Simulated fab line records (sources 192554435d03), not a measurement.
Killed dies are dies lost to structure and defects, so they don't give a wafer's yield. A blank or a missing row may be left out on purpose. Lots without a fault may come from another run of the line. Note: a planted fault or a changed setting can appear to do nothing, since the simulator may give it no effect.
fab line records	flow n5-finfet
record: lots: 7	wafers: 21
route steps=1938 shown BEOL_M11@1546 BEOL_M12@1602 BEOL_M13@1694
start-h: hours from the record's first day to the start of the lot's first wafer shown	wait-h: hours from the lot's prior step to this one	" the same as in the row above	L1.1+2: a single row standing in for several wafers	- either no value or no given start	* or withheld: withheld	< > ~ a bound
route shown NAME@n: names a module that has steps shown in the file, with the first one's number in the route	usual: mean and standard deviation over wafers with no fault	same: alike in all rows	chamber/n: place in a boat	sites: per-site readings	_std_site: how widely they spread, as a standard deviation	_edge_site: inner sites' mean taken away from outer sites' mean	radius-mm: how far each site lies from the wafer's centre	mask NAME#n: copy n	behind: the last tool/chamber to shape the wafer	hold: cause of the lot's hold/its duration in hours/its outcome	device: the transistor (n, p or np) that didn't switch	end of line: tests of these same wafers at the route's end	step lacking rows: just its recipe	killed: count of dies lost to structure and defects at first sort (not the wafer's yield)	map: per-die view of a wafer (x killed, . not killed, _ where there is no die)
set.NAME: the setting that was run; set.NAME@STEP: the one run at that earlier step	model.NAME: the simulator's own value behind a step, which no gauge read
lots run with intentionally changed settings; tables by step, rows by wafer
== steps ==
step: N5_BEOL_M11_EXPOSE_08
recipe: mask-id: M11	na: 1.35	source-shape: dipole	sigma-inner: 0.411	sigma-outer: 0.611	polarization: te	dose-mj: 53.75
lot.wafer	tool	chamber	start-h	wait-h	mask	set.dose-mj
L075.1+3+6	arfi-scanner-03	0	221.84	-	M11#0	53.75
L077.1+2+5	arfi-scanner-02	0	235.89	-	M11#0	53.75
L080.4+5+6	arfi-scanner-02	0	252.49	-	M11#0	53.75
L082.1+2	arfi-scanner-03	0	278.74	-	M11#0	53.75
L082.4	"	0	"	"	M11#0	57.14
L083.1+4+6	arfi-scanner-03	0	288.46	-	M11#0	53.75
L093.1+3	arfi-scanner-02	0	344.38	-	M11#0	56.19
L093.6	"	0	"	"	M11#0	53.75
L097.2+3+4	arfi-scanner-02	0	367.69	-	M11#0	53.75
step: N5_BEOL_M11_PEB_09
recipe: peb-temp-c: withheld	peb-time-s: 60	resist: CAR-ArF
step: N5_BEOL_M11_DEVELOP_10
recipe: develop-time-s: 30	developer: TMAH	resist: CAR-ArF	rinse-liquid: diw	dry: air-spin	dev-temp-c: 23
step: N5_BEOL_M11_CD_MEAS_11
recipe: target-cd-nm: 64.1	landing-energy-ev: 500	detector: se-inlens	polarity: opening
usual: cd-nm: 64.2/0.6
lot.wafer	tool	chamber	start-h	wait-h	set.dose-mj@BEOL_M11_EXPOSE_08	cd-nm
L075.1	cd-sem-02	0	221.97	-	53.75	64.5
L075.3	"	0	"	"	53.75	64.5
L075.6	"	0	"	"	53.75	65.1
L077.1	cd-sem-02	0	236.02	-	53.75	65.4
L077.2	"	0	"	"	53.75	64.5
L077.5	"	0	"	"	53.75	64.8
L080.4	cd-sem-02	0	252.60	-	53.75	64.4
L080.5	"	0	"	"	53.75	64.0
L080.6	"	0	"	"	53.75	64.2
L082.1	cd-sem-02	0	278.86	-	53.75	64.1
L082.2	"	0	"	"	53.75	64.9
L082.4	"	0	"	"	57.14	67.2
L083.1	cd-sem-02	0	288.59	-	53.75	63.9
L083.4	"	0	"	"	53.75	64.2
L083.6	"	0	"	"	53.75	63.2
L093.1	cd-sem-01	0	344.50	-	56.19	67.1
L093.3	"	0	"	"	56.19	66.7
L093.6	"	0	"	"	53.75	65.0
L097.2	cd-sem-03	0	367.81	-	53.75	63.5
L097.3	"	0	"	"	53.75	64.9
L097.4	"	0	"	"	53.75	64.4
step: N5_BEOL_M11_DESCUM_16
recipe: chemistry: O2	time-s: 7.9	source-power-w: 50	bias-power-w: 20	pressure-mtorr: 20	rf-frequency-hz: 2.712e+07	temp-c: 40	resist: CAR-ArF	o2-flow-sccm: 225
step: N5_BEOL_M11_ETCH_61
recipe: chemistry: CF4	target: SiARC	target-depth-a: 390	mask-material: CAR-ArF	time-s: 65	ion-energy-ev: 80	pressure-mtorr: 40	source-w: 545	bias-w: 36	Ar_flow_sccm: 100	cf4-flow-sccm: 100	ends: cleared
lot.wafer	tool	chamber	start-h	wait-h	set.dose-mj@BEOL_M11_EXPOSE_08	model.BEOL_M11.cd-offset-nm
L075.1+3	rie-diel-06	3,1	222.53	0.0	53.75	0.2
L075.6	"	1	"	"	53.75	0.6
L077.1	rie-diel-02	2	236.18	0.0	53.75	1.2
L077.2	"	3	"	"	53.75	0.2
L077.5	"	1	"	"	53.75	0.6
L080.4	rie-diel-06	3	252.73	0.0	53.75	0.4
L080.5	"	3	"	"	53.75	0
L080.6	"	2	"	"	53.75	-0.6
L082.1+2	rie-diel-02	1,3	279.04	0.0	53.75	-0.2
L082.4	"	2	"	"	57.14	3.2
L083.1	rie-diel-02	0	288.71	0.0	53.75	-0.4
L083.4	"	1	"	"	53.75	-0.2
L083.6	"	3	"	"	53.75	-1.2
L093.1	rie-diel-02	0	344.69	0.0	56.19	2.8
L093.3	"	3	"	"	56.19	2.4
L093.6	"	2	"	"	53.75	1
L097.2	rie-diel-02	0	367.94	0.0	53.75	-0.6
L097.3	"	3	"	"	53.75	0.4
L097.4	"	2	"	"	53.75	0.2
step: N5_BEOL_M11_ETCH_62
recipe: chemistry: N2/H2	target: SOC	target-depth-a: 1100	overetch-a: 220	mask-material: SiARC	temp-c: 40	time-s: 165	ion-energy-ev: 200	pressure-mtorr: 30	source-w: 840	bias-w: 150	n2-flow-sccm: 200	h2-flow-sccm: 200
lot.wafer	tool	chamber	start-h	wait-h	set.dose-mj@BEOL_M11_EXPOSE_08	model.BEOL_M11.cd-offset-nm
L075.1	rie-diel-06	3	222.58	0.0	53.75	0.4
L075.3	"	1	"	"	53.75	0.2
L075.6	"	1	"	"	53.75	0.6
L077.1	rie-diel-02	2	236.23	0.0	53.75	1.2
L077.2	"	3	"	"	53.75	0
L077.5	"	1	"	"	53.75	0.8
L080.4	rie-diel-06	3	252.78	0.0	53.75	0.6
L080.5	"	3	"	"	53.75	0
L080.6	"	2	"	"	53.75	-0.4
L082.1	rie-diel-02	1	279.09	0.0	53.75	0.2
L082.2	"	3	"	"	53.75	0
L082.4	"	2	"	"	57.14	3.6
L083.1	rie-diel-02	0	288.76	0.0	53.75	-0.8
L083.4	"	1	"	"	53.75	-0.4
L083.6	"	3	"	"	53.75	-1.2
L093.1	rie-diel-02	0	344.74	0.0	56.19	3
L093.3	"	3	"	"	56.19	2.4
L093.6	"	2	"	"	53.75	1
L097.2	rie-diel-02	0	367.99	0.0	53.75	-0.6
L097.3+4	"	3,2	"	"	53.75	0.2
step: N5_BEOL_M11_STRIP_68
recipe: chemistry: N2/H2	temp-c: 40	n2-flow-sccm: 200	h2-flow-sccm: 200	rf-frequency-hz: 6e+07
step: N5_BEOL_M11_STRIP_67
recipe: chemistry: CF4	resist: SiARC	power-w: 300	bias-power-w: 75	pressure-mtorr: 50	cf4-flow-sccm: 150	rf-frequency-hz: 6e+07
step: N5_BEOL_M11_HM_OPEN_17
recipe: chemistry: Cl2/BCl3	target-depth-a: 200	overetch-a: 60	target: TiN	mask-material: SOC	ion-energy-ev: 150	pressure-mtorr: 10	icp-w: 1000	bias-w: 126	Cl2_flow_sccm: 53.25	bcl3-flow-sccm: 21.75	Ar_flow_sccm: 25
lot.wafer	tool	chamber	start-h	wait-h	set.dose-mj@BEOL_M11_EXPOSE_08	model.BEOL_M11.cd-offset-nm
L075.1	rie-metal-02	0	222.77	0.0	53.75	0.4
L075.3	"	0	"	"	53.75	0.2
L075.6	"	0	"	"	53.75	0.6
L077.1	rie-metal-02	0	236.42	0.0	53.75	1.2
L077.2	"	1	"	"	53.75	0
L077.5	"	1	"	"	53.75	0.8
L080.4	rie-metal-02	0	253.06	0.1	53.75	0.6
L080.5	"	0	"	"	53.75	0
L080.6	"	0	"	"	53.75	-0.4
L082.1+2	rie-metal-03	0,1	279.27	0.0	53.75	0
L082.4	"	0	"	"	57.14	3.4
L083.1	rie-metal-03	0	288.95	0.0	53.75	-0.8
L083.4	"	0	"	"	53.75	-0.4
L083.6	"	0	"	"	53.75	-1.4
L093.1	rie-metal-02	1	344.93	0.0	56.19	3
L093.3	"	0	"	"	56.19	2.4
L093.6	"	0	"	"	53.75	1
L097.2	rie-metal-01	1	368.20	0.1	53.75	-0.6
L097.3+4	"	1	"	"	53.75	0.2
step: N5_BEOL_M11_STRIP_19
recipe: chemistry: O2	power-w: 400	temp-c: 40	pressure-mtorr: 30	rf-frequency-hz: 6e+07	bias-power-w: 0	overash-fraction: 0.2	o2-flow-sccm: 225
step: N5_BEOL_M11_CD_MEAS_18
recipe: pitch-nm: 140	target-cd-nm: 70
usual: cd-nm: 70.1/0.66
lot.wafer	tool	chamber	start-h	wait-h	set.dose-mj@BEOL_M11_EXPOSE_08	cd-nm
L075.1	cd-sem-03	-	222.95	0.0	53.75	70.4
L075.3	"	-	"	"	53.75	70.7
L075.6	"	-	"	"	53.75	70.5
L077.1	cd-sem-03	-	236.60	0.0	53.75	71.4
L077.2	"	-	"	"	53.75	70.2
L077.5	"	-	"	"	53.75	70.7
L080.4	cd-sem-01	-	253.25	0.1	53.75	70.1
L080.5	"	-	"	"	53.75	70.0
L080.6	"	-	"	"	53.75	69.9
L082.1	cd-sem-01	-	279.47	0.0	53.75	70.0
L082.2	"	-	"	"	53.75	69.9
L082.4	"	-	"	"	57.14	73.2
L083.1	cd-sem-02	-	289.13	0.0	53.75	68.9
L083.4	"	-	"	"	53.75	69.6
L083.6	"	-	"	"	53.75	68.6
L093.1	cd-sem-01	-	345.11	0.0	56.19	72.8
L093.3	"	-	"	"	56.19	72.2
L093.6	"	-	"	"	53.75	70.8
L097.2	cd-sem-02	-	368.44	0.1	53.75	69.4
L097.3	"	-	"	"	53.75	70.2
L097.4	"	-	"	"	53.75	70.3
step: N5_BEOL_M12_ILD_DEP_00
recipe: material: SiOC	target-thk-a: 6589.2	temp-c: 350	precursor: DEMS/O2	pressure-torr: 5	rf-w: 500	time-s: 130.7
lot.wafer	tool	chamber	start-h	wait-h	set.time-s	model.SiOC_of_BEOL_M12_ILD_DEP_00.thk-nm
L075.1	pecvd-02	1	226.89	0.0	145.7	732.8
L075.3	"	0	"	"	145.7	736.6
L075.6	"	0	"	"	130.7	668.4
L077.1	pecvd-02	1	240.34	0.0	141.8	710
L077.2	"	2	"	"	130.7	654
L077.5	"	0	"	"	130.7	663.6
L080.4	pecvd-02	1	260.02	0.1	130.7	678.2
L080.5	"	0	"	"	130.7	673.6
L080.6	"	2	"	"	130.7	667.6
L082.1	pecvd-01	2	284.56	0.0	125.2	641.2
L082.2	"	0	"	"	125.2	638
L082.4	"	1	"	"	125.2	651
L083.1	pecvd-02	2	294.28	0.0	130.7	652.6
L083.4	"	2	"	"	130.7	666.2
L083.6	"	1	"	"	130.7	681.6
L093.1	pecvd-02	0	352.01	0.0	144.5	733
L093.3	"	1	"	"	144.5	731.2
L093.6	"	0	"	"	144.5	739
L097.2	pecvd-03	2	374.37	0.0	119.2	589
L097.3	"	1	"	"	130.7	654.4
L097.4	"	2	"	"	130.7	651.4
step: N5_BEOL_M12_THK_MEAS_01
recipe: reads: SiOC_of_BEOL_M12_ILD_DEP_00
usual: M12_ILD_THK: 662/10
lot.wafer	tool	chamber	start-h	wait-h	set.time-s@BEOL_M12_ILD_DEP_00	M12_ILD_THK[nm]
L075.1	film-metro-02	-	227.02	0.1	145.7	733
L075.3	"	-	"	"	145.7	736
L075.6	"	-	"	"	130.7	668
L077.1	film-metro-02	-	240.47	0.1	141.8	710
L077.2	"	-	"	"	130.7	654
L077.5	"	-	"	"	130.7	664
L080.4	film-metro-02	-	260.10	0.0	130.7	678
L080.5	"	-	"	"	130.7	674
L080.6	"	-	"	"	130.7	667
L082.1	film-metro-01	-	284.69	0.1	125.2	641
L082.2	"	-	"	"	125.2	638
L082.4	"	-	"	"	125.2	651
L083.1	film-metro-01	-	294.42	0.1	130.7	652
L083.4	"	-	"	"	130.7	666
L083.6	"	-	"	"	130.7	681
L093.1	film-metro-01	-	352.14	0.1	144.5	733
L093.3	"	-	"	"	144.5	732
L093.6	"	-	"	"	144.5	739
L097.2	film-metro-01	-	374.50	0.1	119.2	589
L097.3	"	-	"	"	130.7	654
L097.4	"	-	"	"	130.7	651
step: N5_BEOL_M12_PEB_08
recipe: peb-temp-c: 130	peb-time-s: 90
lot.wafer	tool	chamber	start-h	wait-h	set.peb-time-s
L075.1+3+6	litho-track-02	0	227.33	0.1	90
L077.1	litho-track-03	0	240.78	0.1	90
L077.2+5	"	0	"	"	72.06
L080.4+5+6	litho-track-01	0	260.29	0.0	90
L082.1+2+4	litho-track-03	0	284.88	0.1	90
L083.1+4	litho-track-02	0	294.60	0.1	90
L083.6	"	0	"	"	96.05
L093.1+3	litho-track-02	0	352.46	0.1	72.42
L093.6	"	0	"	"	90
L097.2+3+4	litho-track-01	0	374.69	0.0	90
step: N5_BEOL_M12_DEVELOP_09
recipe: develop-time-s: 45	rinse-liquid: diw	dry: air-spin	dev-temp-c: 21
step: N5_BEOL_M12_HARDBAKE_14
recipe: temp-c: 130	time-s: 120
step: N5_BEOL_M12_DESCUM_15
recipe: chemistry: O2	time-s: 7.9	source-power-w: 50	bias-power-w: 20	pressure-mtorr: 20	rf-frequency-hz: 2.712e+07	temp-c: 40	o2-flow-sccm: 225
step: N5_BEOL_M12_ETCH_59
recipe: chemistry: N2/H2	target: BARC	target-depth-a: 890	overetch-a: 267	time-s: 67.9	ion-energy-ev: 200	pressure-mtorr: 30	source-w: 840	bias-w: 150	n2-flow-sccm: 200	h2-flow-sccm: 200
step: N5_BEOL_M12_VIA_ETCH_16
recipe: chemistry: C4F8/O2/Ar	target: SiOC	pressure-mtorr: 30	source-w: 3000	bias-w: 700	Ar_flow_sccm: 400	C4F8_flow_sccm: 15	O2_flow_sccm: 8	he-inner-torr: 15	he-outer-torr: 30	target-depth-a: 7248	time-s: withheld	ion-energy-ev: 250	ends: cleared
lot.wafer	tool	chamber	start-h	wait-h	set.time-s@BEOL_M12_ILD_DEP_00	model.etch.depth-nm	model.coat_of_BEOL_M12_COAT_04.thk-nm
L075.1	rie-diel-04	0	227.83	0.0	*	732.7	102
L075.3	"	1	"	"	*	736.6	99.8
L075.6	"	3	"	"	*	668.3	119.2
L077.1	rie-diel-03	0	241.07	0.0	*	710.1	108.2
L077.2	"	1	"	"	*	654	125.6
L077.5	"	0	"	"	*	663.5	122.8
L080.4	rie-diel-03	2	260.58	0.0	*	678.2	115.4
L080.5	"	2	"	"	*	673.5	117.6
L080.6	"	1	"	"	*	667.7	121.6
L082.1	rie-diel-01	0	285.17	0.0	*	641.1	131.4
L082.2	"	3	"	"	*	638.1	128.4
L082.4	"	1	"	"	*	650.9	124.8
L083.1	rie-diel-01	1	294.89	0.0	*	652.6	123.4
L083.4	"	0	"	"	*	666.1	124.4
L083.6	"	2	"	"	*	681.6	120
L093.1	rie-diel-04	2	352.76	0.0	*	733.1	97.2
L093.3	"	3	"	"	*	731.3	96.4
L093.6	"	2	"	"	*	738.9	97.8
L097.2	rie-diel-03	3	375.35	0.0	*	589	140.2
L097.3	"	0	"	"	*	654.4	123
L097.4	"	1	"	"	*	651.3	126.2
step: N5_BEOL_M12_STRIP_63
recipe: chemistry: N2/H2	power-w: 1000	temp-c: 250	h2-frac: 0.65	overash-fraction: 0.3	pressure-mtorr: 1000	n2-flow-sccm: 1750	h2-flow-sccm: 3250
usual: strip-time-to-endpoint-s: 42.2/1
lot.wafer	tool	chamber	start-h	wait-h	set.time-s@BEOL_M12_ILD_DEP_00	strip-time-to-endpoint-s
L075.1	plasma-asher-01	0	228.03	-	145.7	36.8
L075.3	"	0	"	"	145.7	36.2
L075.6	"	0	"	"	130.7	41.5
L077.1	plasma-asher-02	1	241.27	-	141.8	38.5
L077.2	"	0	"	"	130.7	43.2
L077.5	"	1	"	"	130.7	42.4
L080.4	plasma-asher-01	1	260.80	-	130.7	40.4
L080.5	"	0	"	"	130.7	41.0
L080.6	"	1	"	"	130.7	42.1
L082.1	plasma-asher-02	0	285.37	-	125.2	44.8
L082.2	"	1	"	"	125.2	43.9
L082.4	"	1	"	"	125.2	43.0
L083.1	plasma-asher-01	1	295.09	-	130.7	42.6
L083.4	"	1	"	"	130.7	42.8
L083.6	"	0	"	"	130.7	41.7
L093.1	plasma-asher-02	1	353.07	-	144.5	35.4
L093.3	"	0	"	"	144.5	35.2
L093.6	"	0	"	"	144.5	35.6
L097.2	plasma-asher-02	0	375.56	-	119.2	47.1
L097.3	"	0	"	"	130.7	42.5
L097.4	"	1	"	"	130.7	43.4
step: N5_BEOL_M12_STRIP_64
recipe: chemistry: N2/H2	power-w: 1000	temp-c: 250	h2-frac: 0.65	overash-fraction: 0.3	pressure-mtorr: withheld	n2-flow-sccm: 1750	h2-flow-sccm: 3250
step: N5_BEOL_M12_STRIP_71
recipe: chemistry: post-etch-residue-remover	time-s: 60	temp-c: 25	remover-ph: withheld	remover-water-wt-pct: withheld	remover-fluoride-wt-pct: withheld
lot.wafer	tool	chamber	start-h	wait-h	set.time-s@BEOL_M12_ILD_DEP_00	model.SiOC_of_BEOL_M12_ILD_DEP_00.thk-nm
L075.1	wet-bench-05	6	228.18	0.1	145.7	732.4
L075.3	"	1	"	"	145.7	736.2
L075.6	"	5	"	"	130.7	668
L077.1	wet-bench-03	1	241.42	0.1	141.8	709.8
L077.2	"	0	"	"	130.7	653.6
L077.5	"	5	"	"	130.7	663.2
L080.4	wet-bench-05	3	260.93	0.0	130.7	677.8
L080.5	"	2	"	"	130.7	673.2
L080.6	"	1	"	"	130.7	667.4
L082.1	wet-bench-03	6	285.51	0.1	125.2	640.8
L082.2	"	2	"	"	125.2	637.8
L082.4	"	7	"	"	125.2	650.6
L083.1	wet-bench-05	3	295.24	0.1	130.7	652.2
L083.4	"	6	"	"	130.7	665.8
L083.6	"	4	"	"	130.7	681.4
L093.1	wet-bench-06	7	353.27	0.1	144.5	732.8
L093.3	"	3	"	"	144.5	731
L093.6	"	6	"	"	144.5	738.6
L097.2	wet-bench-05	0	375.71	0.1	119.2	588.6
L097.3	"	3	"	"	130.7	654
L097.4	"	5	"	"	130.7	651
step: N5_BEOL_M13_ETCH_68
recipe: chemistry: N2/H2	target: SOC	mask-material: SiARC	source-w: 3000	bias-w: 350	temp-c: 40	time-s: 355	ion-energy-ev: 200	pressure-mtorr: 30	n2-flow-sccm: 200	h2-flow-sccm: 200
lot.wafer	tool	chamber	start-h	wait-h	set.time-s	model.SiARC_of_BEOL_M13_COAT_66.thk-nm
L075.1	rie-diel-02	2	233.65	0.1	355	76
L075.3	"	3	"	"	355	76.4
L075.6	"	2	"	"	355	75.8
L077.1	rie-diel-05	2	247.98	0.1	355	76.6
L077.2	"	1	"	"	417.9	70.4
L077.5	"	1	"	"	355	76.2
L080.4	rie-diel-05	3	267.52	0.1	355	76.8
L080.5	"	0	"	"	355	76.6
L080.6	"	1	"	"	355	76.4
L082.1	rie-diel-06	3	291.40	0.1	414	72.2
L082.2	"	0	"	"	355	77.6
L082.4	"	0	"	"	414	72
L083.1	rie-diel-06	3	302.05	0.1	355	77
L083.4	"	0	"	"	355	76.4
L083.6	"	2	"	"	412.3	70.8
L093.1	rie-diel-05	0	359.78	0.1	410.2	70.8
L093.3	"	1	"	"	355	76.4
L093.6	"	0	"	"	410.2	71
L097.2	rie-diel-05	1	386.01	0.1	355	76.8
L097.3	"	3	"	"	310.2	81.6
L097.4	"	0	"	"	310.2	80
== key ==
split: step: N5_BEOL_M11_EXPOSE_08	setting: dose-mj	stated: 53.75	by: wafer
response: step: N5_BEOL_M11_CD_MEAS_11	reading: cd-nm	change: +0.424	per: 1%	r: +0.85
response: step: N5_BEOL_M11_ETCH_61	reading: model.BEOL_M11.cd-offset-nm	change: +0.475	per: 1%	r: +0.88
response: step: N5_BEOL_M11_ETCH_62	reading: model.BEOL_M11.cd-offset-nm	change: +0.493	per: 1%	r: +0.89
response: step: N5_BEOL_M11_HM_OPEN_17	reading: model.BEOL_M11.cd-offset-nm	change: +0.483	per: 1%	r: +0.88
response: step: N5_BEOL_M11_CD_MEAS_18	reading: cd-nm	change: +0.466	per: 1%	r: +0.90
split: step: N5_BEOL_M12_ILD_DEP_00	setting: time-s	stated: 130.7	by: wafer
response: step: N5_BEOL_M12_ILD_DEP_00	reading: model.SiOC_of_BEOL_M12_ILD_DEP_00.thk-nm	change: +6.25	per: 1%	r: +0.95
response: step: N5_BEOL_M12_THK_MEAS_01	reading: M12_ILD_THK	change: +6.26	per: 1%	r: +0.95
response: step: N5_BEOL_M12_VIA_ETCH_16	reading: model.etch.depth-nm	change: +6.26	per: 1%	r: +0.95
response: step: N5_BEOL_M12_VIA_ETCH_16	reading: model.coat_of_BEOL_M12_COAT_04.thk-nm	change: -1.72	per: 1%	r: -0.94
response: step: N5_BEOL_M12_STRIP_63	reading: strip-time-to-endpoint-s	change: *	per: 1%	r: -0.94
response: step: N5_BEOL_M12_STRIP_71	reading: model.SiOC_of_BEOL_M12_ILD_DEP_00.thk-nm	change: +6.26	per: 1%	r: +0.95
split: step: N5_BEOL_M12_PEB_08	setting: peb-time-s	stated: 90	by: wafer
response none clear
split: step: N5_BEOL_M13_ETCH_68	setting: time-s	stated: 355	by: wafer
response: step: N5_BEOL_M13_ETCH_68	reading: model.SiARC_of_BEOL_M13_COAT_66.thk-nm	change: -0.343	per: 1%	r: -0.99
